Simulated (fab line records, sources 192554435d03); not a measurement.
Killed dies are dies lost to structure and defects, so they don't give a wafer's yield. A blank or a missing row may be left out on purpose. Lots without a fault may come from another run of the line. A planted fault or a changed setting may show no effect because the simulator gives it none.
fab line records | flow n5_finfet
record lots=5 wafers=15 last_day=18
route steps=1938 shown BEOL_M4@1099 BEOL_M5@1112 BEOL_M6@1256 BEOL_M15@1830 PASSIVATION@1936
lots that met no fault: from a run of the same line without faults
start_h: hours from the record's first day to the start of the lot's first wafer shown | wait_h: hours since the lot's step before | " the same as in the row above | L1.1+2: a row that stands for several wafers | - no value, or no start given | * or withheld: withheld | < > ~ a bound
route shown NAME@n: a module of which the file shows steps, and the number in the route of the first | usual: mean/standard deviation of fault-free wafers | same: alike in all rows | chamber/n: place in a boat | sites: the reading at each site | _std_site: their standard deviation | _edge_site: outer sites' mean less inner sites' | radius_mm: how far each site lies from the wafer's centre | mask NAME#n: copy n | behind: the tool/chamber that last shaped the wafer | hold: why the lot was held/for how many hours/how that ended | device: the transistor (n, p or np) that didn't switch | end of line: the same wafers' tests at the end of the route | a step without rows: its recipe alone | killed: dies lost to structure and defects at the first sort, not the wafer's yield | map: a wafer's dies, x killed, . not, _ none there
set.NAME: the setting as run; set.NAME@STEP: as run at that earlier step | model.NAME: the simulator's own value behind a step, which no gauge read
lots at some steps of the route; a table a step, a row a wafer
services: from which hour (start_h, from the record's first day; less than 0 if before it) a tool's chamber was out of use, for how many hours, and why
## steps
# step N5_BEOL_M4_ANNEAL_95
# recipe temp_c=400 time_s=240 ambient=vacuum
# step N5_BEOL_M4_SPUTTER_96
# recipe material=Cu target_thk_a=45 temp_c=-20 chamber_pressure_pa=0.07 power_w=withheld time_s=8.29
# step N5_BEOL_M4_ECD_50
# recipe material=Cu target_thk_a=3000
# step N5_BEOL_M4_ANNEAL_51
# recipe temp_c=225 time_s=90 ambient=N2
# step N5_BEOL_M4_CMP_52
# recipe stop_on=SiOC t_overpolish_s=6.8 down_force_psi=1 platen_rpm=50 clearing_platen_down_force_psi=1.5 clearing_platen_rpm=50 post_cmp_clean=cu_alkaline target_thk_nm=40 clearing_platen_pad_velocity_m_s=0.99484 pad_velocity_m_s=0.99484
# step N5_BEOL_M4_PRE_CLEAN_60
# recipe gas=NH3/H2 time_s=15 temp_c=* rf_power_w=300
# step N5_BEOL_M4_CO_CAP_55
# recipe material=Co target_thk_a=20 temp_c=200 precursor=CCTBA/H2 pressure_torr=30 time_s=102.1
# step N5_BEOL_M4_PRE_CLEAN_56
# recipe gas=NH3 time_s=15 temp_c=withheld rf_power_w=300
# step N5_BEOL_M4_DEP_57
# recipe material=SiCN target_thk_a=80 temp_c=withheld precursor=3MS/NH3 pressure_torr=3 rf_w=202 time_s=14
# step N5_BEOL_M4_RC_MEAS_101
# usual DIBL_N=36.4/2 DIBL_P=36.1/2.5 IOFF_N=0.16/0.037 IOFF_P=0.20/0.038 ION_N=670/13 ION_P=459/8.3 SS_N=71.6/0.69 SS_P=73.3/0.72 VT_N=250/3.4 VT_P=-251/3.1
# columns lot.wafer tool chamber start_h wait_h DIBL_N[mV/V] DIBL_P[mV/V] IOFF_N[nA/um] IOFF_P[nA/um] ION_N[uA/um] ION_P[uA/um] SS_N[mV/dec] SS_P[mV/dec] VT_N[mV] VT_P[mV]
L231.1 prober-01 0 231.20 0.0 33.4 33.0 0.13 0.15 658 450 70.7 72.4 254 -255
L231.2 " 0 " " 34.2 35.2 0.15 0.18 677 461 71.8 73.2 249 -253
L231.3 " 0 " " 36.3 37.3 0.17 0.20 656 450 72.1 74.0 248 -252
L237.1 prober-02 0 271.00 0.0 37.6 36.6 0.17 0.24 700 485 71.6 73.2 247 -247
L237.2 " 0 " " 39.6 39.3 0.21 0.28 679 473 72.6 73.7 247 -245
L237.5 " 0 " " 40.1 39.6 0.21 0.28 679 473 72.8 74.3 245 -245
L236.1 prober-01 0 279.24 0.0 40.0 39.0 0.22 0.26 671 450 73.1 74.4 245 -249
L236.4 " 0 " " 41.8 40.8 0.29 0.30 691 461 72.5 74.2 241 -246
L236.6 " 0 " " 37.0 35.4 0.16 0.19 678 460 71.3 73.1 247 -249
L239.2 prober-02 0 279.60 0.2 36.0 36.4 0.15 0.19 683 462 71.9 73.9 250 -252
L239.3 " 0 " " 35.4 35.7 0.13 0.17 653 452 71.6 72.6 254 -255
L239.5 " 0 " " 36.8 37.2 0.16 0.20 680 457 72.0 72.7 249 -252
L243.1 prober-01 0 313.51 0.0 38.7 39.0 0.20 0.24 694 467 72.2 73.9 248 -251
L243.3 " 0 " " 36.7 35.9 0.15 0.20 666 454 71.5 73.3 251 -252
L243.6 " 0 " " 38.1 37.8 0.19 0.22 689 468 72.1 74.1 248 -252
# step N5_BEOL_M5_ILD_DEP_00
# recipe material=SiCOH_lowk target_thk_a=1406.4 temp_c=300 precursor=DEMS/porogen pressure_torr=5 rf_w=500 time_s=25.9
# step N5_BEOL_M5_CURE_79
# recipe temp_c=385 time_s=240 ambient=He/Ar material=SiCOH_lowk
# step N5_BEOL_M5_PECVD_70
# recipe material=SiO2 target_thk_a=160 temp_c=400 precursor=TEOS/O2 pressure_torr=5.5 rf_w=450 teos_flow_sccm=53.8 gas=O2 flow_sccm=3000 time_s=18
# step N5_BEOL_M5_HM_DEP_02
# recipe material=TiN target_thk_a=200 temp_c=25 chamber_pressure_pa=0.49996
# step N5_BEOL_M5_COAT_59
# recipe resist=SOC temp_c=250 time_s=60 spin_rpm=1500 resist_thk_nm=60
# step N5_BEOL_M5_COAT_60
# recipe resist=SiARC temp_c=220 time_s=60 spin_rpm=1500 resist_thk_nm=12
# step N5_BEOL_M5_COAT_71
# recipe resist=underlayer temp_c=205 time_s=60 spin_rpm=1500 resist_thk_nm=5
# step N5_BEOL_M5_COAT_05
# recipe resist=CAR-EUV spin_rpm=1500 resist_thk_nm=30
# step N5_BEOL_M5_EBR_07
# recipe solvent=PGMEA ebr_width_mm=1.5
# step N5_BEOL_M5_SOFTBAKE_06
# recipe temp_c=110 time_s=60 resist=CAR-EUV
# step N5_BEOL_M5_EXPOSE_08
# recipe mask_id=M5 na=0.33 source_shape=annular sigma_inner=0.4 sigma_outer=0.8 polarization=unpolarized target_cd_nm=28 dose_mj=35.75
# step N5_BEOL_M5_PEB_09
# recipe peb_temp_c=100 peb_time_s=60 resist=CAR-EUV
# step N5_BEOL_M5_DEVELOP_10
# recipe develop_time_s=30 developer=TMAH resist=CAR-EUV rinse_liquid=surfactant_rinse dry=air_spin dev_temp_c=23
# step N5_BEOL_M5_DESCUM_16
# recipe chemistry=O2 time_s=7 source_power_w=50 bias_power_w=20 pressure_mtorr=20 rf_frequency_hz=2.712e+07 temp_c=40 resist=CAR-EUV o2_flow_sccm=225
# step N5_BEOL_M5_ETCH_72
# recipe chemistry=N2/H2 target=underlayer target_depth_a=65 mask_material=CAR-EUV time_s=5.2 ion_energy_ev=200 pressure_mtorr=30 source_w=840 bias_w=150 n2_flow_sccm=200 h2_flow_sccm=200 ends=cleared
# step N5_BEOL_M5_ETCH_61
# recipe chemistry=CF4 target=SiARC target_depth_a=156 mask_material=CAR-EUV time_s=26 ion_energy_ev=80 pressure_mtorr=40 source_w=545 bias_w=36 Ar_flow_sccm=100 cf4_flow_sccm=100 ends=cleared
# step N5_BEOL_M5_ETCH_62
# recipe chemistry=N2/H2 target=SOC target_depth_a=750 overetch_a=150 mask_material=SiARC temp_c=40 time_s=112.5 ion_energy_ev=200 pressure_mtorr=30 source_w=840 bias_w=150 n2_flow_sccm=200 h2_flow_sccm=200
# step N5_BEOL_M5_STRIP_63
# recipe chemistry=N2/H2 temp_c=40 n2_flow_sccm=200 h2_flow_sccm=200 rf_frequency_hz=6e+07
# step N5_BEOL_M5_STRIP_73
# recipe chemistry=N2/H2 temp_c=40 n2_flow_sccm=200 h2_flow_sccm=200 rf_frequency_hz=6e+07
# step N5_BEOL_M5_STRIP_64
# recipe chemistry=CF4 resist=SiARC power_w=300 bias_power_w=75 pressure_mtorr=50 cf4_flow_sccm=150 rf_frequency_hz=6e+07
# step N5_BEOL_M5_HM_OPEN_17
# recipe chemistry=Cl2/BCl3 target_depth_a=200 overetch_a=60 target=TiN mask_material=SOC ion_energy_ev=150 pressure_mtorr=10 icp_w=1000 bias_w=126 Cl2_flow_sccm=53.25 bcl3_flow_sccm=21.75 Ar_flow_sccm=25
# step N5_BEOL_M5_STRIP_19
# recipe chemistry=O2 power_w=400 temp_c=40 pressure_mtorr=30 rf_frequency_hz=6e+07 bias_power_w=0 overash_fraction=0.2 o2_flow_sccm=225
# step N5_BEOL_M5_COAT_65
# recipe resist=SOC temp_c=250 time_s=60 spin_rpm=1500 resist_thk_nm=60
# step N5_BEOL_M5_COAT_66
# recipe resist=SiARC temp_c=220 time_s=60 spin_rpm=1500 resist_thk_nm=12
# step N5_BEOL_M6_ANNEAL_51
# recipe temp_c=225 time_s=90 ambient=N2
# usual anneal_temp_c=225.00/0.16 anneal_temp_c_max=225.90/0.24 wafer_temp_C_max=226.05/0.23
# columns lot.wafer tool chamber start_h wait_h anneal_temp_c anneal_temp_c_max wafer_temp_C_max
L231.1 rtp_anneal-01 0 263.41 0.1 225.18 225.87 226.28
L231.2 " 0 " " 225.19 225.92 225.80
L231.3 " 0 " " 225.00 225.54 226.39
L237.1 rtp_anneal-01 - 290.11 0.1 - - -
L237.2 " - " " - - -
L237.5 " - " " - - -
L239.2 rtp_anneal-02 - 300.29 0.1 - - -
L239.3 " - " " - - -
L239.5 " - " " - - -
L236.1 rtp_anneal-02 - 301.25 0.2 - - -
L236.4 " - " " - - -
L236.6 " - " " - - -
L243.1 rtp_anneal-01 0 331.29 0.1 225.15 226.15 225.85
L243.3 " 0 " " 225.02 225.79 226.34
L243.6 " 0 " " 225.05 225.69 226.42
# step N5_BEOL_M6_CMP_52
# recipe stop_on=SiCOH_lowk t_overpolish_s=6.9 down_force_psi=1 platen_rpm=50 clearing_platen_down_force_psi=1.5 clearing_platen_rpm=50 post_cmp_clean=cu_alkaline target_thk_nm=80 clearing_platen_pad_velocity_m_s=0.99484 pad_velocity_m_s=0.99484
# usual barrier_field_endpoint_s=28.8/0.89 head_pressure_psi=0.9999/0.0019 motor_current_A=6.1/0.75 overpolish_run_s=6.901/0.0087 slurry_flow_ml_min=150.0/0.49 time_to_endpoint_s=61/4.3
# columns lot.wafer tool chamber start_h wait_h barrier_field_endpoint_s head_pressure_psi motor_current_A overpolish_run_s slurry_flow_ml_min time_to_endpoint_s
L231.3 cmp-01 2 263.98 0.3 29.0 0.9985 5.6 6.901 149.7 63
L231.2 " 3 " " 28.8 1.0017 6.5 6.898 149.9 67
L231.1 " 0 " " 30.7 0.9990 6.6 6.907 149.9 72
L237.2 cmp-02 2 290.90 0.6 33.6 1.0020 4.7 6.892 150.3 79
L237.1 " 3 " " 34.3 0.9988 6.0 6.903 150.5 81
L237.5 " 1 " " 35.5 0.9986 6.9 6.904 150.5 80
L239.2 cmp-03 0 300.54 0.2 34.0 0.9999 6.1 6.906 150.6 81
L239.3 " 2 " " 33.4 1.0038 7.5 6.880 149.9 81
L239.5 " 1 " " 34.5 1.0038 6.4 6.896 149.9 82
L236.1 cmp-01 3 301.56 0.3 34.5 0.9968 6.5 6.908 149.9 82
L236.4 " 1 " " 33.7 1.0017 5.3 6.907 149.5 81
L236.6 " 0 " " 35.2 0.9978 7.1 6.907 149.6 81
L243.1 cmp-01 0 331.65 0.3 30.1 0.9976 6.9 6.914 150.1 69
L243.3 " 1 " " 27.5 0.9980 5.4 6.902 149.8 56
L243.6 " 0 " " 30.1 1.0009 6.6 6.910 149.9 66
# step N5_BEOL_M15_RC_MEAS_101
# usual COMB_M10=1.4e-11/2.9e-12 COMB_M11=1.5e-11/3.3e-12 COMB_M12=6.4e-12/1.4e-12 COMB_M13=4.9e-12/1.1e-12 COMB_M14=3.6e-12/1e-12 COMB_M15=2.4e-12/7.4e-13 COMB_M5=3.6e-11/7.6e-12 COMB_M6=2.5e-11/5.3e-12 COMB_M6_max_site=3.6e-11/8.4e-12 COMB_M7=2.6e-11/5.2e-12 COMB_M8=2.7e-11/5e-12 COMB_M9=1.4e-11/3.5e-12 SERP_M10=3.20/0.11 SERP_M11=3.09/0.11 SERP_M12=0.629/0.018 SERP_M12_max_site=0.642/0.019 SERP_M13=0.307/0.0081 SERP_M14=0.163/0.0073 SERP_M5=39.9/2.4 SERP_M6=14.3/0.69 SERP_M7=14.0/0.69 SERP_M8=14.3/0.76 SERP_M9=3.09/0.097
# columns lot.wafer tool chamber start_h wait_h COMB_M10[S/m] COMB_M11[S/m] COMB_M12[S/m] COMB_M13[S/m] COMB_M14[S/m] COMB_M15[S/m] COMB_M5[S/m] COMB_M6[S/m] COMB_M6_max_site[S/m] COMB_M7[S/m] COMB_M8[S/m] COMB_M9[S/m] SERP_M10[ohm/um] SERP_M11[ohm/um] SERP_M12[ohm/um] SERP_M12_max_site[ohm/um] SERP_M13[ohm/um] SERP_M14[ohm/um] SERP_M5[ohm/um] SERP_M6[ohm/um] SERP_M7[ohm/um] SERP_M8[ohm/um] SERP_M9[ohm/um]
L231.1 prober-02 0 338.80 0.0 1.97e-11 1.3e-11 7.3e-12 4.7e-12 4.3e-12 3.6e-12 3.5e-11 2.1e-11 3.6e-11 2.5e-11 2.5e-11 1.2e-11 3.07 3.09 0.654 0.662 0.293 0.162 41.3 13.9 13.5 13.0 3.05
L231.2 " 0 " " 1.78e-11 1.5e-11 6.6e-12 5.4e-12 4.3e-12 3.4e-12 4.5e-11 2.5e-11 3.3e-11 2.3e-11 3.2e-11 1.3e-11 3.17 3.17 0.626 0.636 0.292 0.156 38.5 13.9 13.0 13.7 3.16
L231.3 " 0 " " 1.83e-11 1.5e-11 8.5e-12 3.9e-12 4.5e-12 3.1e-12 3.3e-11 2.1e-11 2.8e-11 2.8e-11 2.5e-11 1.2e-11 3.07 3.20 0.632 0.649 0.308 0.167 42.5 13.4 13.9 13.9 3.06
L237.1 prober-01 0 355.56 0.0 1.56e-11 1.5e-11 7.5e-12 6e-12 2.4e-12 2.3e-12 2.5e-11 2.7e-11 3.7e-11 2.7e-11 2.4e-11 2.2e-11 3.29 3.16 0.646 0.663 0.315 0.147 41.1 12.7 14.9 13.7 3.17
L237.2 " 0 " " 1.51e-11 1.7e-11 7.3e-12 5.2e-12 3.4e-12 1.9e-12 2.9e-11 3.3e-11 ~0.0014286 2.4e-11 2.6e-11 1.6e-11 3.30 2.95 0.639 0.647 0.309 0.166 39.1 14.2 14.3 13.2 3.10
L237.5 " 0 " " 1.05e-11 1.5e-11 6.7e-12 4.3e-12 2.5e-12 2.3e-12 2.9e-11 ~0.0014286 ~0.0014286 2.3e-11 2.1e-11 1.4e-11 3.21 3.05 0.619 0.631 0.312 0.149 43.1 14.4 14.2 14.8 3.21
L239.2 prober-01 0 370.65 0.2 1.8e-11 2.4e-11 5.5e-12 4.8e-12 2.4e-12 2.2e-12 3.4e-11 2.5e-11 ~0.0014286 2.5e-11 2.6e-11 1.6e-11 3.18 3.04 0.606 0.621 0.298 0.169 39.9 13.1 14.1 15.0 3.25
L239.3 " 0 " " 1.35e-11 1.2e-11 6.5e-12 4.9e-12 2.2e-12 1.7e-12 2.6e-11 2.3e-11 ~0.0014286 2e-11 2.9e-11 1.5e-11 3.02 3.06 0.611 0.632 0.311 0.167 46.0 14.6 14.1 15.2 3.05
L236.1 prober-02 0 370.84 0.0 1.56e-11 1.5e-11 7.5e-12 5.2e-12 4.6e-12 2.7e-12 4.9e-11 2.5e-11 ~0.0014286 3.9e-11 2.7e-11 1.9e-11 3.10 3.10 0.623 0.635 0.313 0.176 41.9 15.2 14.5 13.7 3.02
L236.4 " 0 " " 1.09e-11 2.1e-11 8e-12 5.6e-12 4.2e-12 2.2e-12 4.8e-11 ~0.0014286 ~0.0014286 2.6e-11 2.3e-11 1.1e-11 3.14 3.09 0.635 0.647 0.323 0.150 38.1 15.2 15.5 14.6 3.03
L236.6 " 0 " " 1.56e-11 1.3e-11 9.9e-12 5.9e-12 2.9e-12 2.3e-12 3.7e-11 2.4e-11 3.2e-11 3e-11 2.5e-11 1.6e-11 3.20 3.12 0.625 0.645 0.320 0.175 40.7 13.8 14.1 13.1 3.02
L243.1 prober-01 0 403.62 0.0 1.15e-11 1.1e-11 8.5e-12 4.3e-12 3.8e-12 2.8e-12 3.3e-11 2.5e-11 3.3e-11 1.8e-11 2.1e-11 1.5e-11 3.02 3.02 0.598 0.614 0.299 0.174 38.4 13.2 14.0 13.5 3.02
L243.3 " 0 " " 1.26e-11 1.6e-11 4.6e-12 4.9e-12 3.8e-12 2.9e-12 2.9e-11 2.4e-11 2.7e-11 2.2e-11 2.5e-11 1.2e-11 3.25 3.11 0.608 0.617 0.310 0.159 37.8 14.4 14.2 14.9 3.24
L243.6 " 0 " " 1.31e-11 1.3e-11 5.4e-12 4.2e-12 3.7e-12 2.2e-12 3.8e-11 2.7e-11 4.5e-11 2.2e-11 1.9e-11 1e-11 3.26 3.14 0.669 0.681 0.306 0.159 40.0 14.1 14.8 14.9 3.04
# sites COMB_M6 radius_mm=0,75,75,75,75,140,140,140,140
L231.1 1.8e-11 2.2e-11 2.1e-11 2.1e-11 2e-11 2.1e-11 2.1e-11 3.6e-11 2e-11
L237.1 2.7e-11 2.7e-11 3.1e-11 1.5e-11 1.7e-11 3.6e-11 2.3e-11 3.7e-11 2.7e-11
L243.1 2.5e-11 2e-11 3.3e-11 3.3e-11 2.4e-11 3.1e-11 2.5e-11 2.5e-11 2.9e-11
# step N5_PASSIVATION_PROBE_49
# usual defect_limited_yield=91.2/1.6 killed_at_M0_to_M3=34/11 killed_at_M4_up=13/5.2 killed_at_contacts=13/6.3 killed_at_front_end=40/14 killed_at_other=3.2/2.4 killed_dies=104/19 killed_on_rim=14/4.2 killed_open=69/14 killed_short=32/7.5 sort_bin_5_function=5.3/1.1 sort_bin_6_memory=3.2/0.73 sort_n_pass=1076/19 sort_yield_pct=91.2/1.6
# same gross_dies=1180 killed_at_back_side=0 sort_bin_4_leakage[%]=0 sort_bin_8_speed[%]=0
# columns lot.wafer tool chamber start_h wait_h defect_limited_yield[%] killed_at_M0_to_M3 killed_at_M4_up killed_at_contacts killed_at_front_end killed_at_other killed_dies killed_on_rim killed_open killed_short sort_bin_5_function[%] sort_bin_6_memory[%] sort_n_pass sort_yield_pct[%]
L231.1 prober-02 - 358.47 0.0 90.1 38 18 12 49 0 117 11 79 38 5.3 4.2 1063 90.1
L231.2 prober-02 - 358.52 0.1 92.8 23 13 18 30 1 85 9 61 24 3.7 3.3 1095 92.8
L231.3 prober-02 - 358.57 0.1 93.8 28 9 7 29 0 73 5 47 26 3.5 2.4 1107 93.8
L237.1 prober-01 - 369.36 0.0 92.3 20 19 12 36 4 91 16 59 31 4.4 3.0 1089 92.3
L237.2 prober-01 - 369.41 0.1 53.9 51 421 18 53 1 544 152 86 43 7.2 3.5 636 53.9
L237.5 prober-01 - 369.56 0.2 52.7 33 465 16 36 8 558 152 74 32 5.5 3.4 622 52.7
L236.1 prober-01 - 384.97 0.0 55.5 53 407 7 56 2 525 152 94 43 7.6 3.6 655 55.5
L236.4 prober-01 - 385.12 0.2 44.7 51 540 14 44 4 653 19 77 46 5.8 4.0 527 44.7
L236.6 prober-01 - 385.22 0.3 88.1 61 4 18 50 7 140 22 91 46 7.1 4.3 1040 88.1
L239.2 prober-02 - 387.42 0.1 47.2 29 547 12 32 3 623 9 58 26 4.5 2.6 557 47.2
L239.3 prober-02 - 387.47 0.1 49.6 38 513 13 28 3 595 16 63 32 4.7 3.2 585 49.6
L239.5 prober-02 - 387.57 0.2 43.1 33 610 3 25 0 671 16 46 23 3.3 2.6 509 43.1
L243.1 prober-01 - 421.55 0.0 90.6 43 17 4 45 2 111 10 65 43 5.5 3.8 1069 90.6
L243.3 prober-01 - 421.65 0.1 92.3 37 11 14 27 2 91 13 54 37 5.1 2.2 1089 92.3
L243.6 prober-01 - 421.80 0.3 90.6 36 18 7 48 2 111 14 73 34 6.5 2.3 1069 90.6
# killed by level:class
L231.1 STI_FIN_REVEAL:geometric_particle:open=16 BEOL_M0_SAQP:geometric_particle:open=10 MOL_CONTACT_COAG:geometric_particle:open=9 BEOL_M0_SAQP:geometric_particle:short=7 BEOL_M1:geometric_particle:open=7 FIN_SAQP:geometric_particle:short=6 BEOL_M2:geometric_particle:open=5 BEOL_M4:geometric_particle:open=5
L231.2 MOL_CONTACT_COAG:geometric_particle:open=15 BEOL_M0_SAQP:geometric_particle:short=7 DUMMY_GATE:geometric_particle:open=6 FIN_SAQP:geometric_particle:open=5 STI_FIN_REVEAL:geometric_particle:open=5 BEOL_M4:geometric_particle:open=5 BEOL_M6:geometric_particle:open=5 FIN_SAQP:geometric_particle:short=4
L231.3 BEOL_M0_SAQP:geometric_particle:short=10 BEOL_M0_SAQP:geometric_particle:open=10 STI_FIN_REVEAL:geometric_particle:open=8 MOL_CONTACT_COAG:geometric_particle:open=6 FIN_SAQP:geometric_particle:short=4 DUMMY_GATE:geometric_particle:open=4 BEOL_M3:geometric_particle:open=4 GATE_CUT:geometric_particle:short=3
L237.1 MOL_CONTACT_COAG:geometric_particle:open=12 FIN_SAQP:geometric_particle:short=9 BEOL_M4:geometric_particle:open=9 BEOL_M0_SAQP:geometric_particle:open=7 FIN_SAQP:geometric_particle:open=5 BEOL_M0_SAQP:geometric_particle:short=5 STI_FIN_REVEAL:geometric_particle:open=4 DUMMY_GATE:geometric_particle:short=4
L237.2 BEOL_M6:area_cmp=414 MOL_CONTACT_COAG:geometric_particle:open=12 BEOL_M2:geometric_particle:open=12 FIN_SAQP:geometric_particle:open=9 BEOL_M0_SAQP:geometric_particle:open=9 FIN_SAQP:geometric_particle:short=8 STI_FIN_REVEAL:geometric_particle:open=8 BEOL_M0_SAQP:geometric_particle:short=8
L237.5 BEOL_M6:area_cmp=449 MOL_CONTACT_COAG:geometric_particle:open=11 DUMMY_GATE:geometric_particle:open=8 FIN_SAQP:geometric_particle:open=7 BEOL_M4:geometric_particle:open=7 BEOL_M0_SAQP:geometric_particle:open=6 BEOL_M3:geometric_particle:open=5 FIN_SAQP:geometric_particle:short=4
L236.1 BEOL_M6:area_cmp=387 FIN_SAQP:geometric_particle:open=20 BEOL_M0_SAQP:geometric_particle:open=16 BEOL_M0_SAQP:geometric_particle:short=12 FIN_SAQP:geometric_particle:short=11 BEOL_M4:geometric_particle:open=11 BEOL_M1:geometric_particle:open=10 GATE_CUT:geometric_particle:short=8
L236.4 BEOL_M6:area_cmp=529 BEOL_M3:geometric_particle:open=15 FIN_SAQP:geometric_particle:open=14 BEOL_M0_SAQP:geometric_particle:open=13 MOL_CONTACT_COAG:geometric_particle:open=10 FIN_SAQP:geometric_particle:short=8 BEOL_M2:geometric_particle:short=7 BEOL_M0_SAQP:geometric_particle:short=6
L236.6 FIN_SAQP:geometric_particle:open=17 BEOL_M3:geometric_particle:open=16 BEOL_M0_SAQP:geometric_particle:open=13 MOL_CONTACT_COAG:geometric_particle:open=12 FIN_SAQP:geometric_particle:short=11 BEOL_M0_SAQP:geometric_particle:short=11 BEOL_M1:geometric_particle:open=7 MOL_CONTACT_COAG:geometric_particle:short=6
L239.2 BEOL_M6:area_cmp=535 MOL_CONTACT_COAG:geometric_particle:open=8 DUMMY_GATE:geometric_particle:open=7 BEOL_M1:geometric_particle:open=7 BEOL_M3:geometric_particle:open=7 BEOL_M0_SAQP:geometric_particle:open=5 STARTING-WAFER:geometric_particle:open=5 STI_FIN_REVEAL:geometric_particle:open=4
L239.3 BEOL_M6:area_cmp=499 STI_FIN_REVEAL:geometric_particle:open=11 BEOL_M0_SAQP:geometric_particle:short=11 MOL_CONTACT_COAG:geometric_particle:open=10 BEOL_M0_SAQP:geometric_particle:open=7 BEOL_M1:geometric_particle:open=6 BEOL_M3:geometric_particle:open=5 BEOL_M1:geometric_particle:short=4
L239.5 BEOL_M6:area_cmp=598 BEOL_M0_SAQP:geometric_particle:open=8 FIN_SAQP:geometric_particle:short=6 BEOL_M1:geometric_particle:open=6 BEOL_M0_SAQP:geometric_particle:short=4 BEOL_M3:geometric_particle:open=4 FIN_SAQP:geometric_particle:open=3 STI_FIN_REVEAL:geometric_particle:open=3
L243.1 FIN_SAQP:geometric_particle:short=14 FIN_SAQP:geometric_particle:open=14 BEOL_M2:geometric_particle:open=9 BEOL_M0_SAQP:geometric_particle:short=9 STI_FIN_REVEAL:geometric_particle:open=6 BEOL_M0_SAQP:geometric_particle:open=6 BEOL_M3:geometric_particle:open=6 BEOL_M1:geometric_particle:open=4
L243.3 FIN_SAQP:geometric_particle:short=11 MOL_CONTACT_COAG:geometric_particle:open=10 BEOL_M0_SAQP:geometric_particle:short=8 FIN_SAQP:geometric_particle:open=7 BEOL_M0_SAQP:geometric_particle:open=7 BEOL_M2:geometric_particle:open=7 MOL_CONTACT_COAG:geometric_particle:short=4 BEOL_M2:geometric_particle:short=4
L243.6 FIN_SAQP:geometric_particle:open=23 BEOL_M0_SAQP:geometric_particle:open=14 FIN_SAQP:geometric_particle:short=10 BEOL_M0_SAQP:geometric_particle:short=9 STI_FIN_REVEAL:geometric_particle:open=6 MOL_CONTACT_COAG:geometric_particle:open=4 BEOL_M4:geometric_particle:open=4 BEOL_M1:geometric_particle:open=4
# map L236.4 (x killed, . not)
_________________............________________
______________....x....xx....x.._____________
___________............xx..xxx..x..__________
__________..x...x....x..x..........._________
________x...........xxx.xx........xx.._______
_______.x.........xxxxxxxxxx...........______
______....x....xxxxxxxxxxxxxxxxxx......._____
_____........xxxxxxxxxxxxxxxxxxxx.x......____
____.......xxxxxxxxxxxxxxxxxxxxxxx........___
___........xxxxxxxxxxxxxxxxxxxxxxxx..x.....__
___.......xxxxxxxxxxxxxxxxxxxxxxxxxx.......__
__.......xxxxxxxxxxxxxxxxxxxxxxxxxxxx......._
__x.....xxxxxxxxxxxxxxxxxxxxxxxxxxxxx....x.._
_.......xxxxxxxxxxxxxxxxxxxxxxxxxxxxxx.......
_...x...xxxxxxxxxxxxxxxxxxxxxxxxxxxxxx.......
_.x.....xxxxxxxxxxxxxxxxxxxxxxxxxxxxxx.......
_.......xxxxxxxxxxxxxxxxxxxxxxxxxxxxxx.......
_.......xxxxxxxxxxxxxxxxxxxxxxxxxxxxxx...x...
_.......xxxxxxxxxxxxxxxxxxxxxxxxxxxxxxx......
_.......xxxxxxxxxxxxxxxxxxxxxxxxxxxxxx.......
_.......xxxxxxxxxxxxxxxxxxxxxxxxxxxxxx....xx.
__.......xxxxxxxxxxxxxxxxxxxxxxxxxxxx......x_
__......xxxxxxxxxxxxxxxxxxxxxxxxxxxxx...xxx._
___.x.x...xxxxxxxxxxxxxxxxxxxxxxxxxx......x__
___.....x..xxxxxxxxxxxxxxxxxxxxxxxx....x...__
____........xxxxxxxxxxxxxxxxxxxxxx.....x..___
_____.x......xxxxxxxxxxxxxxxxxxxx........____
______......x..xxxxxxxxxxxxxxxx....x...._____
_______x..........xxxxxxxxxx...........______
________..........x.x................._______
__________x..........x.............._________
___________...............x.x.....x__________
______________..x..............x_____________
_________________x....x.....x________________
# map L237.5 (x killed, . not)
_________________xxxxxxxxxxxx________________
______________xxxxxxxxxxxxxxxxxx_____________
___________xxxxxxxxxxxxxxxxxxxxxxxx__________
__________xxxxxxxxxxxxxxxxxxxxxxxxxx_________
________xxxxxxxxxx...x.x..x.xxxxxxxxxx_______
_______xxxxxxxx........x.......xxxxxxxx______
______xxxxxxx....................xxxxxxx_____
_____xxxxxxx....x.......x.x..x...xxxxxxxx____
____xxxxxx..............x........x..xxxxxx___
___xxxxxx....x...................x...xxxxxx__
___xxxxxx...x...x.........x...xxx....xxxxxx__
__xxxxxx.............................xxxxxxx_
__xxxxx.....x..............xxx.........xxxxx_
_xxxxxx.x.x...x...................x....xxxxxx
_xxxxxx.........................x....x.xxxxxx
_xxxxxx................x................xxxxx
_xxxxx........xx....x.......xx..........xxxxx
_xxxxx...x...............x....x.........xxxxx
_xxxxx...x..x.x.....x...................xxxxx
_xxxxxx.x.......x...x..................xxxxxx
_xxxxxx..x.....x.....x...........x.....xxxxxx
__xxxxx.........x.........x............xxxxx_
__xxxxxx.........x.....x..............xxxxxx_
___xxxxxx............................xxxxxx__
___xxxxxx.......x............x.......xxxxxx__
____xxxxxx.........x..........x.....xxxxxx___
_____xxxxxxx................x..x..xxxxxxx____
______xxxxxxx...x...x..x.........xxxxxxx_____
_______xxxxxxxx.........x......xxxxxxxx______
________xxxxxxxxxx.....x....xxxxxxxxxx_______
__________xxxxxxxxxxxxxxxxxxxxxxxxxx_________
___________xxxxxxxxxxxxxxxxxxxxxxxx__________
______________xxxxxxxxxxxxxxxxxx_____________
_________________xxxxxxxxxxxx________________
## services
# columns tool chamber start_h hours kind
cmp-01 - 249.27 0.4 repair
cmp-01 - 267.77 4.0 pm
cmp-01 - 271.77 - consumable_replace:conditioner
cmp-01 - 271.77 - consumable_replace:pad
cmp-02 - 271.79 4.5 repair
cmp-03 - 273.50 26.7 repair
cmp-03 - 302.15 15.6 pm
cmp-01 - 324.78 0.4 repair
cmp-03 - 326.82 6.2 pm
## key
first_sign step=N5_BEOL_M6_ANNEAL_51 reading=tool_record direction=missing
effect step=N5_BEOL_M6_CMP_52 reading=barrier_field_endpoint_s direction=up sigmas=6.2 usual=28.8 struck=34.3
effect step=N5_BEOL_M15_RC_MEAS_101 reading=COMB_M6 direction=up sigmas=99+ usual=2.5e-11 struck=~0.00035714 wafers_moved=3
effect step=N5_PASSIVATION_PROBE_49 reading=killed_at_M4_up direction=up sigmas=73 usual=13 struck=392 wafers_moved=7
more_kills_born_at N5_BEOL_M6_CMP_52@cmp-03=1632 N5_BEOL_M6_CMP_52@cmp-01=916 N5_BEOL_M6_CMP_52@cmp-02=863
met_at N5_BEOL_M6_ANNEAL_51
struck_wafers L236.1,L236.4,L236.6,L237.1,L237.2,L237.5,L239.2,L239.3,L239.5
later_rows_left_out L239.5
onset_between 263.41 290.11
fault kind=skipped_step_whole tool=rtp_anneal-01,rtp_anneal-02 chamber=- onset_h=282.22 steps=N5_BEOL_M6_ANNEAL_51 scope=struck_lots_only
# later_rows_left_out: the simulator's readings of these wafers behind a module that went badly wrong aren't trusted and aren't shown, but for the sort
